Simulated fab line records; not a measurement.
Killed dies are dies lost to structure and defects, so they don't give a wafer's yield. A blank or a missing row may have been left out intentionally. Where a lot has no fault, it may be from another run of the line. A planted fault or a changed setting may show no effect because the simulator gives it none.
Chamber matching -- flow n5-finfet -- ald-metal-01 running N5_HKMG_FIN_NWFM_ALD_20: 4 sister chambers
The step deposits TiAlC, target thk 2 nm, pulse time 3 s, purge time 2 s. 8 wafers are shown with their chamber, then 9 later ones without.

WAFERS PAIRED WITH THEIR CHAMBERS
wafer,chamber,heater-power-w (W),heater-power-outer-w (W)
L076.5,1,424,246
L083.2,1,424,239
L086.2,2,426,219
L087.3,2,427,220
L087.5,0,472,275
L090.1,0,481,270
L090.2,3,549,300
L090.6,3,548,300

WAFERS WITH NO CHAMBER GIVEN
wafer,heater-power-w (W),heater-power-outer-w (W)
L092.1,474,279
L092.3,437,222
L092.6,427,243
L094.2,558,307
L094.3,466,278
L094.6,423,238
L096.1,532,301
L096.2,476,273
L096.4,433,223

CHAMBER TAKEN BY EACH
wafer,from the rows above,in truth
L092.1,0,0
L092.3,2,2
L092.6,1,1
L094.2,3,3
L094.3,0,0
L094.6,1,1
L096.1,3,3
L096.2,0,0
L096.4,2,2
Correct placement for 9 of the 9. From these rows, 0 cannot be placed. Wrongly placed: 0.
How it was worked out, from the rows above alone: a wafer's distance from a chamber is the root of the sum, over the readings, of the square of ((its reading less the chamber's mean) divided by the reading's scatter). If the next closest chamber is less than 2 further off than the closest, the wafer can't be placed; otherwise it belongs to the closest. A chamber's mean is the mean of its shown wafers. The scatter: the root of (the sum of the squares of (reading less its chamber's mean) over the shown wafers, divided by (wafers less chambers)).
